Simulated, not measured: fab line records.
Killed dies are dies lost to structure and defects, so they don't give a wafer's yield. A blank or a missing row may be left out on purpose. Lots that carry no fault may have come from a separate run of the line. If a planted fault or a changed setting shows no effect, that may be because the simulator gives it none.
Split-lot experiment | flow n5_finfet | 21 wafers read across 7 lots, on a route 1938 steps long

## SPLIT DETAILS
At N5_HKMG_FIN_PEB_10 (peb time 60 s), the setting peb_time_s was moved away from the recipe's 60 s on 7 of the 21 wafers read, by -11.2% to +14.8%. This setting was run at the recipe's value on the other wafers.

## FROM THE SPLIT TO THE READING: what the file shows between them, 1 step
- N5_HKMG_FIN_DEVELOP_11: develop time 30 s

## THE READING
Shown in nm: cd_nm at N5_HKMG_FIN_CD_MEAS_12, with target cd 92.8 nm. A value of 92.6 nm with a standard deviation of 0.56 nm is what fault-free wafers of this fab line usually give.

wafer  | tool, chamber at the split | peb_time_s as run, s | against the recipe | cd_nm, nm | against lot-mates on the recipe
L074.1 | litho_track-05, 0          | 60                   | recipe             | 90.9      | -
L074.3 | litho_track-05, 0          | 60                   | recipe             | 91.5      | -
L074.4 | litho_track-05, 0          | 60                   | recipe             | 92.0      | -
L075.3 | litho_track-02, 0          | 60                   | recipe             | 92.5      | -
L075.4 | litho_track-02, 0          | 60                   | recipe             | 92.1      | -
L075.5 | litho_track-02, 0          | 60                   | recipe             | 93.0      | -
L085.1 | litho_track-02, 0          | 60                   | recipe             | 92.4      | -
L085.2 | litho_track-02, 0          | 60                   | recipe             | 93.2      | -
L085.6 | litho_track-02, 0          | 60                   | recipe             | 92.6      | -
L091.4 | litho_track-05, 0          | 53.26                | -11.2%             | 87.7      | -4.5
L091.5 | litho_track-05, 0          | 60                   | recipe             | 92.2      | -
L091.6 | litho_track-05, 0          | 53.26                | -11.2%             | 88.2      | -4.0
L092.2 | litho_track-03, 0          | 60                   | recipe             | 92.6      | -
L092.3 | litho_track-03, 0          | 60                   | recipe             | 92.7      | -
L092.4 | litho_track-03, 0          | 68.44                | +14.1%             | 96.1      | +3.4
L093.1 | litho_track-03, 0          | 68.9                 | +14.8%             | 97.6      | +4.2
L093.3 | litho_track-03, 0          | 60                   | recipe             | 93.4      | -
L093.5 | litho_track-03, 0          | 68.9                 | +14.8%             | 98.1      | +4.7
L095.2 | litho_track-03, 0          | 55.76                | -7.1%              | 90.5      | -2.6
L095.5 | litho_track-03, 0          | 60                   | recipe             | 93.1      | -
L095.6 | litho_track-03, 0          | 55.76                | -7.1%              | 89.6      | -3.5

FIT RESULTS
A straight line over all 21 wafers: cd_nm changes by +0.351 nm for each +1% of peb_time_s; r = +0.97; the points scatter about the line by 0.68 nm.
The same after taking each lot's own level away (the mean of its wafers on the recipe; 21 wafers): +0.324 nm for each +1%; r = +0.98; scatter 0.48 nm.
That fit puts the effect of the largest move of peb_time_s on the reading at 4.8 nm.
The lots' own levels span 91.47 to 93.40 nm, that is 3.5 times the standard deviation above.
The two slopes agree, so the slope changes little with the lot-to-lot level.
Check: for one of the wafers moved furthest among these (+14.8%), held out of the fit, the line's prediction against its lot-mates is +4.72 nm. Against them it came out at +4.2 nm.

## ADDITIONAL SPLITS CARRIED BY THESE WAFERS
These wafers also went through other splits before the reading. Each is held against what the fit with the lots' levels taken away leaves over:
other split on the same wafers | wafers away from the commonest value | r with cd_nm (lot level and that fit taken away)
N5_SD_EPI_N_EPI_21 temp_c      | 11                                   | +0.20
N5_SD_EPI_N_PRECLEAN_49 time_s | 7                                    | -0.29
N5_SDB_COAT_05 spin_rpm        | 9                                    | +0.17
N5_SDB_ALD_29 ald_cycles       | 4                                    | +0.35

## THE FILE'S OWN FIT
cd_nm changes by +0.313 nm for each +1% of peb_time_s, r = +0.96.
